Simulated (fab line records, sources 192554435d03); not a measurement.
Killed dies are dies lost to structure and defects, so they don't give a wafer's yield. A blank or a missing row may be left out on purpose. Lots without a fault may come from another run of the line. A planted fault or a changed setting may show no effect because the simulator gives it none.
fab line records | flow n5_finfet
record lots=6 wafers=18 last_day=18
route steps=1938 shown BEOL_M1@785 BEOL_M4@1111 PASSIVATION@1936
lots that met no fault: from a run of the same line without faults
start_h: hours from the record's first day to the start of the lot's first wafer shown | wait_h: hours since the lot's step before | " the same as in the row above | L1.1+2: a row that stands for several wafers | - no value, or no start given | * or withheld: withheld | < > ~ a bound
route shown NAME@n: a module of which the file shows steps, and the number in the route of the first | usual: mean/standard deviation of fault-free wafers | same: alike in all rows | chamber/n: place in a boat | sites: the reading at each site | _std_site: their standard deviation | _edge_site: outer sites' mean less inner sites' | radius_mm: how far each site lies from the wafer's centre | mask NAME#n: copy n | behind: the tool/chamber that last shaped the wafer | hold: why the lot was held/for how many hours/how that ended | device: the transistor (n, p or np) that didn't switch | end of line: the same wafers' tests at the end of the route | a step without rows: its recipe alone | killed: dies lost to structure and defects at the first sort, not the wafer's yield | map: a wafer's dies, x killed, . not, _ none there
set.NAME: the setting as run; set.NAME@STEP: as run at that earlier step | model.NAME: the simulator's own value behind a step, which no gauge read
lots at some steps of the route; a table a step, a row a wafer
services: from which hour (start_h, from the record's first day; less than 0 if before it) a tool's chamber was out of use, for how many hours, and why
## steps
# step N5_BEOL_M1_DEVELOP_27
# recipe develop_time_s=30 developer=TMAH resist=CAR-EUV rinse_liquid=surfactant_rinse dry=air_spin dev_temp_c=23
# step N5_BEOL_M1_CD_MEAS_28
# recipe landing_energy_ev=500 detector=se_inlens target_cd_y_nm=23.3
# usual cd_nm=23.94/0.24
# columns lot.wafer tool chamber start_h wait_h cd_nm
L774.2 cd_sem-03 0 181.49 - 24.23
L774.4 " 0 " " 23.53
L774.6 " 0 " " 24.38
L777.1 cd_sem-01 0 213.37 - 23.88
L777.3 " 0 " " 23.93
L777.6 " 0 " " 23.92
L781.1 cd_sem-03 0 224.01 - 24.06
L781.3 " 0 " " 24.31
L781.5 " 0 " " 23.98
L782.1 cd_sem-02 0 229.95 - 23.91
L782.3 " 0 " " 23.77
L782.6 " 0 " " 23.83
L785.1 cd_sem-01 0 248.10 - 24.35
L785.2 " 0 " " 23.53
L785.3 " 0 " " 23.92
L787.2 cd_sem-01 0 270.77 - 24.00
L787.3 " 0 " " 24.06
L787.6 " 0 " " 24.06
# step N5_BEOL_M1_OVL_MEAS_29
# recipe points_per_wafer=522
# usual V0_OVL=0.1/0.66
# columns lot.wafer tool chamber start_h wait_h V0_OVL[nm]
L774.2 overlay-02 0 181.53 0.0 0.0
L774.4 " 0 " " 0.3
L774.6 " 0 " " 0.3
L777.1 overlay-01 0 213.40 0.0 0.7
L777.3 " 0 " " -0.6
L777.6 " 0 " " 0.3
L781.1 overlay-01 0 224.04 0.0 -1.2
L781.3 " 0 " " -0.9
L781.5 " 0 " " -1.1
L782.1 overlay-01 0 229.98 0.0 0.8
L782.3 " 0 " " 0.7
L782.6 " 0 " " 0.2
L785.1 overlay-01 0 248.13 0.0 -0.6
L785.2 " 0 " " -0.8
L785.3 " 0 " " 0.2
L787.2 overlay-01 0 270.81 0.0 0.2
L787.3 " 0 " " 0.6
L787.6 " 0 " " 0.1
# step N5_BEOL_M1_INSPECT_30
# recipe mode=adi inspect_instrument=brightfield
# usual raw_defect_count=439/93
# columns lot.wafer tool chamber start_h wait_h raw_defect_count
L774.2 defect_inspect-02 - 181.58 0.0 337
L774.4 " - " " 329
L774.6 " - " " 399
L777.1 defect_inspect-02 - 213.46 0.1 442
L777.3 " - " " 516
L777.6 " - " " 381
L781.1 defect_inspect-01 - 224.10 0.1 390
L781.3 " - " " 561
L781.5 " - " " 459
L782.1 defect_inspect-02 - 230.04 0.1 299
L782.3 " - " " 436
L782.6 " - " " 477
L785.1 defect_inspect-01 - 248.19 0.1 498
L785.2 " - " " 337
L785.3 " - " " 447
L787.2 defect_inspect-02 - 270.86 0.0 623
L787.3 " - " " 429
L787.6 " - " " 489
# step N5_BEOL_M1_DESCUM_33
# recipe chemistry=O2 time_s=7 source_power_w=50 bias_power_w=20 pressure_mtorr=20 rf_frequency_hz=2.712e+07 temp_c=40 resist=CAR-EUV o2_flow_sccm=225
# usual bias_power_w=20.00/0.062 drypump_motor_current_A=5.7/0.52 oes_product_au=0.75/0.058 rf_vpp_V=242.8/1.4 showerhead_plenum_p_Torr=2.06/0.073 throttle_valve_pct=20.3/0.3
# columns lot.wafer tool chamber start_h wait_h bias_power_w drypump_motor_current_A oes_product_au rf_hours_counter_h rf_vpp_V showerhead_plenum_p_Torr throttle_valve_pct
L774.2 rie_diel-03 3 181.62 0.0 20.01 5.8 0.78 96 243.2 2.11 20.2
L774.4 " 0 " " 20.13 5.1 0.69 236 242.6 2.07 20.8
L774.6 " 1 " " 20.05 6.3 0.69 - 245.5 2.15 20.1
L777.1 rie_diel-02 1 213.49 0.0 20.01 6.6 0.68 212 244.5 2.16 20.7
L777.3 " 3 " " 20.06 6.6 0.85 57 241.9 2.03 19.9
L777.6 " 2 " " 19.95 4.6 0.92 - 244.1 2.14 20.3
L781.1 rie_diel-03 0 224.13 0.0 19.95 5.1 0.69 247 241.7 2.07 20.8
L781.3 " 2 " " 19.99 5.6 0.71 217 242.7 2.09 20.9
L781.5 " 1 " " 20.06 6.3 0.69 - 244.9 2.14 20.2
L782.1 rie_diel-04 0 230.08 0.0 19.99 5.9 0.73 147 241.4 1.92 20.4
L782.3 " 1 " " 19.94 5.3 0.82 98 242.9 2.02 20.1
L782.6 " 0 " " 20.03 5.9 0.73 - 241.5 1.92 20.4
L785.1 rie_diel-04 0 248.22 0.0 20.01 5.9 0.72 152 241.3 1.92 20.4
L785.2 " 2 " " 20.13 5.2 0.72 168 245.3 2.10 20.2
L785.3 " 3 " " 20.03 6.3 0.72 224 242.4 2.04 20.2
L787.2 rie_diel-02 3 270.89 0.0 19.94 6.6 0.83 75 242.8 2.03 20.0
L787.3 " 1 " " 20.02 6.6 0.68 229 244.8 2.16 20.7
L787.6 " 2 " " 19.96 4.6 0.89 - 243.0 2.14 20.3
# step N5_BEOL_M1_ETCH_77
# recipe chemistry=N2/H2 target=underlayer target_depth_a=65 mask_material=CAR-EUV time_s=5.2 ion_energy_ev=200 pressure_mtorr=30 source_w=840 bias_w=150 n2_flow_sccm=200 h2_flow_sccm=200 ends=cleared
# usual drypump_motor_current_A=5.7/0.52 etch_rf_on_time_s=5.23/0.094 oes_product_au=0.64/0.051 rf_vpp_V=523.0/2.8 showerhead_plenum_p_Torr=2.51/0.082 throttle_valve_pct=17.78/0.26
# columns lot.wafer tool chamber start_h wait_h drypump_motor_current_A etch_rf_on_time_s oes_product_au rf_hours_counter_h rf_vpp_V showerhead_plenum_p_Torr throttle_valve_pct
L774.2 rie_diel-03 3 181.65 0.0 5.8 5.21 0.66 96 525.0 2.58 17.76
L774.4 " 0 " " 5.1 5.29 0.59 236 524.2 2.50 18.13
L774.6 " 1 " " 6.3 5.25 0.60 - 525.7 2.62 17.61
L777.1 rie_diel-02 1 213.53 0.0 6.6 5.30 0.58 212 524.6 2.64 18.18
L777.3 " 3 " " 6.6 5.04 0.74 57 524.3 2.46 17.28
L777.6 " 2 " " 4.7 4.98 0.80 - 527.1 2.59 17.62
L781.1 rie_diel-03 0 224.17 0.0 5.1 5.29 0.58 247 522.8 2.49 18.18
L781.3 " 2 " " 5.6 5.22 0.62 217 523.9 2.50 18.05
L781.5 " 1 " " 6.3 5.18 0.59 - 525.8 2.61 17.66
L782.1 rie_diel-04 0 230.11 0.0 5.9 5.28 0.62 147 516.1 2.36 17.93
L782.3 " 1 " " 5.3 5.19 0.69 98 522.6 2.46 17.60
L782.6 " 0 " " 5.9 5.29 0.62 - 518.1 2.36 17.93
L785.1 rie_diel-04 0 248.26 0.0 5.9 5.24 0.64 152 520.3 2.36 17.91
L785.2 " 2 " " 5.2 5.26 0.63 168 524.3 2.53 17.59
L785.3 " 3 " " 6.2 5.13 0.60 224 522.9 2.50 17.85
L787.2 rie_diel-02 3 270.93 0.0 6.6 5.02 0.73 75 522.3 2.45 17.32
L787.3 " 1 " " 6.6 5.28 0.57 229 526.8 2.63 18.17
L787.6 " 2 " " 4.6 5.01 0.77 - 525.6 2.59 17.71
# step N5_BEOL_M1_ETCH_69
# recipe chemistry=CF4 target=SiARC target_depth_a=156 mask_material=CAR-EUV time_s=26 ion_energy_ev=80 pressure_mtorr=40 source_w=545 bias_w=36 Ar_flow_sccm=100 cf4_flow_sccm=100 ends=cleared
# usual drypump_motor_current_A=5.7/0.52 etch_rf_on_time_s=26.2/0.39 oes_product_au=0.64/0.049 rf_vpp_V=183.7/1.1 showerhead_plenum_p_Torr=2.11/0.07 throttle_valve_pct=15.53/0.28
# columns lot.wafer tool chamber start_h wait_h drypump_motor_current_A etch_rf_on_time_s oes_product_au rf_hours_counter_h rf_vpp_V showerhead_plenum_p_Torr throttle_valve_pct
L774.2 rie_diel-03 3 181.67 0.0 5.8 25.7 0.66 96 185.1 2.16 15.36
L774.4 " 0 " " 5.1 26.5 0.59 236 185.7 2.13 16.00
L774.6 " 1 " " 6.3 26.2 0.60 - 184.7 2.20 15.43
L777.1 rie_diel-02 1 213.54 0.0 6.6 27.2 0.58 212 185.3 2.20 15.83
L777.3 " 3 " " 6.6 25.9 0.73 57 184.1 2.10 15.20
L777.6 " 2 " " 4.6 25.6 0.79 - 185.6 2.20 15.47
L781.1 rie_diel-03 0 224.18 0.0 5.1 26.5 0.58 247 182.5 2.12 16.01
L781.3 " 2 " " 5.6 25.9 0.63 217 183.2 2.12 15.88
L781.5 " 1 " " 6.3 25.9 0.59 - 185.1 2.19 15.43
L782.1 rie_diel-04 0 230.13 0.0 5.9 26.4 0.63 147 181.4 1.97 15.60
L782.3 " 1 " " 5.3 26.3 0.69 98 183.1 2.07 15.23
L782.6 " 0 " " 5.9 26.2 0.62 - 181.9 1.97 15.61
L785.1 rie_diel-04 0 248.27 0.0 5.9 26.3 0.62 152 182.2 1.97 15.64
L785.2 " 2 " " 5.2 26.8 0.62 168 183.9 2.13 15.28
L785.3 " 3 " " 6.2 26.4 0.60 224 183.4 2.12 15.67
L787.2 rie_diel-02 3 270.95 0.0 6.6 25.6 0.71 75 184.2 2.09 15.23
L787.3 " 1 " " 6.6 26.4 0.58 229 184.3 2.19 15.89
L787.6 " 2 " " 4.6 25.3 0.76 - 183.3 2.20 15.51
# step N5_BEOL_M1_ALD_98
# recipe material=SiO2 target_thk_a=25 temp_c=100 ald_precursor_family=BDEAS ald_co_reactant=O2-plasma pulse_time_s=1 co_reactant_pulse_time_s=1 purge_time_s=2 co_reactant_purge_time_s=2 ald_cycles=17 pressure_torr=2
# step N5_BEOL_M1_ETCHBACK_99
# recipe chemistry=CHF3 target=SiO2 target_depth_a=50 time_s=10.4 source_w=215 bias_w=47 Ar_flow_sccm=200 CHF3_flow_sccm=12 ion_energy_ev=100 pressure_mtorr=30
# usual drypump_motor_current_A=5.8/0.59 oes_f_703_au=0.76/0.069 oes_product_au=0.76/0.075 rf_vpp_V=241/4.5 showerhead_plenum_p_Torr=2.14/0.074 throttle_valve_pct=17.02/0.3
# columns lot.wafer tool chamber start_h wait_h drypump_motor_current_A oes_f_703_au oes_product_au rf_hours_counter_h rf_vpp_V showerhead_plenum_p_Torr throttle_valve_pct
L774.2 rie_diel-04 1 181.89 0.1 5.3 0.82 0.83 88 248 2.07 16.61
L774.4 " 2 " " 5.2 0.75 0.74 148 242 2.15 16.71
L774.6 " 2 " " 5.1 0.75 0.75 - 241 2.15 16.74
L777.1 rie_diel-02 3 214.90 1.2 6.6 0.83 0.86 57 243 2.11 16.70
L777.3 " 1 " " 6.6 0.69 0.68 212 244 2.20 17.22
L777.6 " 1 " " 6.6 0.68 0.68 - 244 2.20 17.23
L781.1 rie_diel-02 2 228.67 4.4 4.6 0.91 0.92 16 241 2.22 16.99
L781.3 " 1 " " 6.6 0.69 0.68 217 243 2.20 17.25
L781.5 " 2 " " 4.6 0.91 0.93 - 242 2.22 16.99
L782.1 rie_diel-02 0 230.70 0.4 5.7 0.70 0.68 237 232 2.21 17.68
L782.3 " 3 " " 6.6 0.83 0.85 62 243 2.11 16.70
L782.6 " 2 " " 4.7 0.91 0.93 - 240 2.22 17.02
L785.1 rie_diel-03 1 249.74 1.3 6.3 0.69 0.68 244 246 2.20 16.87
L785.2 " 3 " " 5.8 0.75 0.76 116 242 2.16 16.85
L785.3 " 2 " " 5.6 0.72 0.72 224 243 2.12 17.32
L787.2 rie_diel-04 1 279.76 8.0 5.3 0.80 0.80 114 248 2.06 16.67
L787.3 " 2 " " 5.2 0.73 0.72 178 241 2.14 16.77
L787.6 " 3 " " 6.2 0.69 0.70 - 241 2.13 17.13
# step N5_BEOL_M1_ETCH_70
# recipe chemistry=N2/H2 target=SOC target_depth_a=800 overetch_a=160 mask_material=SiARC temp_c=40 time_s=120 ion_energy_ev=200 pressure_mtorr=30 source_w=840 bias_w=150 n2_flow_sccm=200 h2_flow_sccm=200
# usual drypump_motor_current_A=5.8/0.59 oes_product_au=0.58/0.053 rf_vpp_V=523.5/2.5 run_length_s=143.3/0.53 showerhead_plenum_p_Torr=2.53/0.085 throttle_valve_pct=17.8/0.32
# columns lot.wafer tool chamber start_h wait_h drypump_motor_current_A oes_product_au rf_hours_counter_h rf_vpp_V run_length_s showerhead_plenum_p_Torr throttle_valve_pct
L774.2 rie_diel-04 1 181.92 0.0 5.3 0.64 88 520.5 143.3 2.46 17.5
L774.4 " 2 " " 5.2 0.58 148 524.5 142.6 2.54 17.5
L774.6 " 2 " " 5.2 0.59 - 523.6 143.0 2.54 17.5
L777.1 rie_diel-02 3 214.94 0.0 6.6 0.65 57 523.1 144.6 2.46 17.2
L777.3 " 1 " " 6.6 0.53 212 524.6 143.1 2.64 18.1
L777.6 " 1 " " 6.6 0.53 - 524.9 143.1 2.64 18.1
L781.1 rie_diel-02 2 228.71 0.0 4.7 0.69 17 526.3 143.6 2.59 17.6
L781.3 " 1 " " 6.6 0.52 217 528.8 143.1 2.63 18.1
L781.5 " 2 " " 4.6 0.70 - 526.0 142.9 2.59 17.6
L782.1 rie_diel-02 0 230.73 0.0 5.7 0.53 237 526.6 143.1 2.63 18.5
L782.3 " 3 " " 6.6 0.64 62 522.4 144.0 2.46 17.3
L782.6 " 2 " " 4.7 0.69 - 525.2 143.1 2.59 17.6
L785.1 rie_diel-03 1 249.78 0.0 6.3 0.53 244 526.2 142.6 2.61 17.6
L785.2 " 3 " " 5.8 0.59 116 525.3 143.0 2.57 17.8
L785.3 " 2 " " 5.6 0.56 224 523.5 143.7 2.49 18.0
L787.2 rie_diel-04 1 279.80 0.0 5.3 0.61 114 521.6 143.4 2.45 17.6
L787.3 " 2 " " 5.2 0.56 178 524.1 142.6 2.52 17.6
L787.6 " 3 " " 6.2 0.54 - 523.0 143.4 2.50 17.8
# step N5_BEOL_M1_STRIP_71
# recipe chemistry=N2/H2 temp_c=40 n2_flow_sccm=200 h2_flow_sccm=200 rf_frequency_hz=6e+07
# step N5_BEOL_M1_STRIP_78
# recipe chemistry=N2/H2 temp_c=40 n2_flow_sccm=200 h2_flow_sccm=200 rf_frequency_hz=6e+07
# step N5_BEOL_M1_VIA_ETCH_34
# recipe chemistry=C4F6/O2 target_depth_a=678 mask_material=SOC pressure_mtorr=15 ion_energy_ev=250 taper_deg=4 time_s=64.4 source_w=350 bias_w=170 Ar_flow_sccm=300 C4F6_flow_sccm=10 O2_flow_sccm=10
# usual drypump_motor_current_A=5.8/0.59 oes_f_703_au=0.76/0.067 oes_product_au=0.76/0.075 rf_vpp_V=666/13 run_length_s=87.7/0.47 showerhead_plenum_p_Torr=2.83/0.094 throttle_valve_pct=30.7/0.36
# columns lot.wafer tool chamber start_h wait_h drypump_motor_current_A oes_f_703_au oes_product_au rf_hours_counter_h rf_vpp_V run_length_s showerhead_plenum_p_Torr throttle_valve_pct model.etch.depth_nm model.SOC_of_BEOL_M1_COAT_67.thk_nm
L774.2 rie_diel-04 1 182.02 0.0 5.3 0.81 0.83 89 682 88.0 2.74 30.2 68.11 52.4
L774.4 " 2 " " 5.2 0.76 0.75 148 667 87.1 2.85 30.3 66.09 52.4
L774.6 " 2 " " 5.2 0.75 0.74 - 669 87.0 2.85 30.3 65.56 52.6
L777.1 rie_diel-02 3 215.04 0.0 6.6 0.83 0.86 57 673 88.3 2.79 30.5 69.29 52
L777.3 " 1 " " 6.6 0.69 0.68 212 675 87.5 2.91 30.7 65.77 52.2
L777.6 " 1 " " 6.6 0.69 0.68 - 674 88.3 2.91 30.7 65.54 52.2
L781.1 rie_diel-02 2 228.81 0.0 4.7 0.91 0.91 17 666 101.5 2.93 30.9 83.29 49.8
L781.3 " 1 " " 6.6 0.69 0.67 217 676 101.7 2.91 30.7 79.44 50.4
L781.5 " 2 " " 4.6 0.90 0.91 - 663 101.3 2.93 30.9 83.95 49.8
L782.1 rie_diel-02 0 230.83 0.0 5.7 0.70 0.67 237 642 102.0 2.92 31.4 78.61 50.6
L782.3 " 3 " " 6.7 0.82 0.85 62 673 102.5 2.79 30.5 83.74 50.2
L782.6 " 2 " " 4.7 0.91 0.92 - 665 101.5 2.93 30.9 84.7 50
L785.1 rie_diel-03 1 249.88 0.0 6.3 0.68 0.68 245 678 86.8 2.91 30.4 66.57 52.4
L785.2 " 3 " " 5.8 0.75 0.76 116 667 87.3 2.85 30.4 67.68 52.2
L785.3 " 2 " " 5.6 0.73 0.72 224 673 87.7 2.80 31.1 66.57 52.2
L787.2 rie_diel-04 1 279.90 0.0 5.3 0.79 0.80 114 680 87.6 2.73 30.2 67.65 52.2
L787.3 " 2 " " 5.2 0.74 0.71 178 667 87.3 2.83 30.4 65.36 52.4
L787.6 " 3 " " 6.3 0.69 0.70 - 666 87.4 2.82 30.8 67.4 52.2
# step N5_BEOL_M1_STRIP_83
# recipe chemistry=C4F6/O2 resist=SiARC rf_frequency_hz=6e+07
# step N5_BEOL_M4_RC_MEAS_101
# usual DIBL_N=36.5/2 DIBL_P=36.5/2.3 IOFF_N=0.16/0.036 IOFF_P=0.21/0.037 ION_N=672/12 ION_P=459/7.1 SS_N=71.6/0.73 SS_P=73.4/0.76 VT_N=250/3.3 VT_P=-250.5/2.9
# columns lot.wafer tool chamber start_h wait_h DIBL_N[mV/V] DIBL_P[mV/V] IOFF_N[nA/um] IOFF_P[nA/um] ION_N[uA/um] ION_P[uA/um] SS_N[mV/dec] SS_P[mV/dec] VT_N[mV] VT_P[mV]
L774.2 prober-01 0 230.02 0.2 36.3 37.2 0.16 0.21 665 459 71.8 73.7 253 -249.4
L774.4 " 0 " " 34.7 35.6 0.14 0.20 671 463 71.6 72.3 252 -250.4
L774.6 " 0 " " 37.3 37.0 0.18 0.23 652 449 72.4 73.4 252 -250.0
L777.1 prober-01 0 259.25 0.0 38.0 39.0 0.22 0.24 690 463 72.4 74.0 246 -248.6
L777.3 " 0 " " 35.1 36.7 0.16 0.21 676 462 71.2 73.1 249 -248.9
L777.6 " 0 " " 37.5 37.8 0.18 0.23 654 450 72.8 73.5 251 -250.7
L782.1 prober-02 0 274.13 0.0 34.9 33.7 0.13 0.20 664 466 71.1 72.7 253 -248.9
L782.3 " 0 " " 37.1 35.2 0.15 0.22 654 449 71.9 72.9 255 -250.1
L782.6 " 0 " " 36.9 36.0 0.16 0.24 681 473 71.1 73.3 250 -245.5
L781.1 prober-01 0 280.17 0.0 36.2 34.6 0.16 0.19 672 456 71.8 74.1 247 -253.7
L781.3 " 0 " " 34.5 32.5 0.12 0.16 665 454 71.2 72.4 255 -256.7
L781.5 " 0 " " 35.0 33.4 0.13 0.17 671 459 70.8 72.3 249 -251.9
L785.1 prober-01 0 297.09 0.1 36.4 36.7 0.16 0.22 673 460 71.3 73.1 250 -250.8
L785.2 " 0 " " 39.6 40.7 0.24 0.29 696 467 72.8 74.5 242 -244.7
L785.3 " 0 " " 34.6 35.0 0.13 0.18 672 457 71.8 72.6 252 -252.3
L787.2 prober-01 0 332.22 0.2 41.1 42.9 0.27 0.25 704 461 72.7 75.0 245 -252.2
L787.3 " 0 " " 35.5 37.8 0.14 0.19 664 454 71.2 73.7 253 -253.2
L787.6 " 0 " " 36.7 38.2 0.16 0.19 677 455 71.6 74.5 251 -254.5
# step N5_PASSIVATION_PROBE_49
# usual defect_limited_yield=91.4/1.4 killed_at_M0_to_M3=33/11 killed_at_M4_up=13/5.3 killed_at_contacts=13/6.1 killed_at_front_end=40/11 killed_at_other=2.9/2.7 killed_dies=102/17 killed_on_rim=14/4.2 killed_open=68/13 killed_short=32/7.5 sort_bin_4_leakage=0.00/0.022 sort_bin_5_function=5.1/0.98 sort_bin_6_memory=3.2/0.69 sort_n_pass=1077/21 sort_yield_pct=91.3/1.7
# same gross_dies=1180 killed_at_back_side=0 sort_bin_8_speed[%]=0
# columns lot.wafer tool chamber start_h wait_h defect_limited_yield[%] killed_at_M0_to_M3 killed_at_M4_up killed_at_contacts killed_at_front_end killed_at_other killed_dies killed_on_rim killed_open killed_short sort_bin_4_leakage[%] sort_bin_5_function[%] sort_bin_6_memory[%] sort_n_pass sort_yield_pct[%]
L777.1 prober-01 - 373.92 0.0 92.7 19 12 12 43 0 86 8 64 21 0 3.8 3.1 1094 92.7
L777.3 prober-01 - 374.02 0.1 90.9 35 19 13 34 6 107 11 81 23 0 5.5 3.4 1073 90.9
L777.6 prober-01 - 374.17 0.3 91.4 23 22 9 45 2 101 11 68 33 0 4.6 3.6 1079 91.4
L785.1 prober-02 - 411.20 0.0 91.9 20 9 10 55 1 95 12 58 34 0 4.2 3.3 1085 91.9
L785.2 prober-02 - 411.25 0.1 91.4 35 8 13 37 8 101 7 63 37 0 5.3 3.0 1079 91.4
L785.3 prober-02 - 411.30 0.1 91.9 34 15 13 29 4 95 13 61 34 0 4.6 3.1 1085 91.9
# killed by level:class
L777.1 MOL_CONTACT_COAG:geometric_particle:open=11 FIN_SAQP:geometric_particle:open=10 ILD0:geometric_particle:open=10 BEOL_M3:geometric_particle:open=7 STI_FIN_REVEAL:geometric_particle:open=6 FIN_SAQP:geometric_particle:short=5 BEOL_M0_SAQP:geometric_particle:short=5 DUMMY_GATE:geometric_particle:open=4
L777.3 FIN_SAQP:geometric_particle:open=15 BEOL_M3:geometric_particle:open=12 MOL_CONTACT_COAG:geometric_particle:open=12 BEOL_M4:geometric_particle:open=8 BEOL_M2:geometric_particle:open=6 FIN_SAQP:geometric_particle:short=4 BEOL_M0_SAQP:geometric_particle:open=4 BEOL_M1:geometric_particle:open=4
L777.6 FIN_SAQP:geometric_particle:open=17 FIN_SAQP:geometric_particle:short=8 MOL_CONTACT_COAG:geometric_particle:open=8 BEOL_M4:geometric_particle:open=7 BEOL_M2:geometric_particle:open=6 BEOL_M0_SAQP:geometric_particle:open=5 BEOL_M3:geometric_particle:open=5 GATE_CUT:geometric_particle:short=4
L785.1 FIN_SAQP:geometric_particle:open=16 FIN_SAQP:geometric_particle:short=11 MOL_CONTACT_COAG:geometric_particle:open=9 DUMMY_GATE:geometric_particle:open=8 BEOL_M1:geometric_particle:open=6 BEOL_M0_SAQP:geometric_particle:short=5 STI_FIN_REVEAL:geometric_particle:open=4 BEOL_M0_SAQP:geometric_particle:open=4
L785.2 BEOL_M1:geometric_particle:open=16 MOL_CONTACT_COAG:geometric_particle:open=12 FIN_SAQP:geometric_particle:short=11 FIN_SAQP:geometric_particle:open=8 STI_FIN_REVEAL:geometric_particle:open=7 STI_FIN_REVEAL:geometric_particle:short=5 PASS1_CAP:geometric_particle:short=5 BEOL_M1:geometric_particle:short=4
L785.3 BEOL_M1:geometric_particle:open=11 FIN_SAQP:geometric_particle:short=9 BEOL_M2:geometric_particle:open=9 MOL_CONTACT_COAG:geometric_particle:open=8 BEOL_M4:geometric_particle:open=7 FIN_SAQP:geometric_particle:open=6 BEOL_M0_SAQP:geometric_particle:open=6 MOL_CONTACT_COAG:geometric_particle:short=5
## services
# columns tool chamber start_h hours kind
rie_diel-04 1 209.51 16.5 repair
rie_diel-02 0 238.33 5.8 repair
rie_diel-03 0 241.10 - clean
rie_diel-03 0 241.10 - consumable_replace:focus_ring
rie_diel-03 0 241.10 13.3 scheduled_down
rie_diel-03 0 241.10 13.3 vent_cycle
rie_diel-03 1 264.73 - clean
rie_diel-03 1 264.73 - consumable_replace:focus_ring
rie_diel-03 1 264.73 16.1 scheduled_down
rie_diel-03 1 264.73 16.1 vent_cycle
rie_diel-03 - 271.55 14.6 pm
rie_diel-02 0 274.53 - clean
rie_diel-02 0 274.53 - consumable_replace:focus_ring
rie_diel-02 0 274.53 14.8 scheduled_down
rie_diel-02 0 274.53 14.8 vent_cycle
## key
first_sign step=N5_BEOL_M1_VIA_ETCH_34 reading=run_length_s direction=up sigmas=30 usual=* struck=*
effect none on later readings
model_effect step=N5_BEOL_M1_VIA_ETCH_34 value=etch.depth_nm without=67.59 struck=82.29
met_at N5_BEOL_M1_VIA_ETCH_34
struck_wafers L781.1,L781.3,L781.5,L782.1,L782.3,L782.6
onset_between 215.04 228.81
fault kind=process_parameter_drift tool=rie_diel-02 chamber=- onset_h=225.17 steps=N5_BEOL_M1_VIA_ETCH_34 channel=time_s offset=* shape=step end_h=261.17 acts_in=* stated=*
